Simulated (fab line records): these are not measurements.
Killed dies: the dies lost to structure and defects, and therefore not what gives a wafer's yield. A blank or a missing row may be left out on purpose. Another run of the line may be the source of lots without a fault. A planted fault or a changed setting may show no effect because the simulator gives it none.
Matching of chambers ; flow n5_finfet ; N5_PMOS_HMC_CHANNEL_EPI_HM_OPEN_15 on rie_diel-03: 4 sister chambers
The step chemistry CHF3/O2, target SiO2, target depth 40.6 nm, time 20.3 s. 20 wafers are shown with their chamber, then 10 later ones without.

## WAFERS, EACH WITH ITS CHAMBER
wafer;chamber;drypump_motor_current_A (A);rf_vpp_V (V);throttle_valve_pct (%)
L080.3;1;6.3;531;19.23
L080.4;3;5.7;508;18.98
L080.6;3;5.7;508;18.99
L082.2;2;5.0;545;18.82
L082.3;1;6.3;532;19.25
L082.6;3;5.7;508;19.00
L085.1;3;5.7;508;18.99
L085.3;0;6.0;515;18.61
L085.4;1;6.3;532;19.24
L086.2;1;6.3;532;19.25
L086.4;2;5.0;545;18.83
L086.5;0;6.0;515;18.61
L087.1;3;5.7;508;19.01
L087.4;2;5.1;546;18.85
L087.5;0;6.0;515;18.62
L089.1;1;6.3;531;19.24
L089.4;2;5.0;545;18.83
L089.6;1;6.3;529;19.26
L090.2;0;6.0;516;18.61
L090.4;3;5.7;508;19.02

SIGNATURES, as means of the wafers listed above
reading;chamber 0;chamber 1;chamber 2;chamber 3;scatter within a chamber
drypump_motor_current_A;6.000;6.300;5.025;5.700;0.0217
rf_vpp_V;515.25;531.17;545.25;508.00;0.722
throttle_valve_pct;18.6125;19.2450;18.8325;18.9983;0.0117
Rule: for each reading, subtract the chamber's mean from the wafer's reading, divide by that reading's scatter and square the result; add these up over the readings and take the root, which gives the wafer's distance from the chamber. If the next closest chamber is less than 2 further off than the closest, the wafer can't be placed; otherwise it belongs to the closest. The scatter: take each reading less its chamber's mean, square it, sum over the shown wafers, divide by the number of wafers less the number of chambers, and take the root.

## WAFERS WITH NO CHAMBER GIVEN
wafer;drypump_motor_current_A (A);rf_vpp_V (V);throttle_valve_pct (%)
L090.5;5.0;546;18.85
L091.2;6.0;516;18.63
L091.5;5.0;545;18.85
L091.6;6.3;532;19.27
L094.1;5.7;509;19.03
L094.4;6.3;533;19.27
L094.5;6.3;532;19.28
L097.2;6.1;514;18.65
L097.3;5.7;509;19.05
L097.5;6.1;515;18.65

## WHICH CHAMBER EACH ONE RAN IN
wafer;from the rows above;in truth
L090.5;2;2
L091.2;0;0
L091.5;2;2
L091.6;1;1
L094.1;3;3
L094.4;1;1
L094.5;1;1
L097.2;0;0
L097.3;3;3
L097.5;0;0
10 of 10 placed correctly. From these rows, 0 cannot be placed. Placed wrongly: 0.
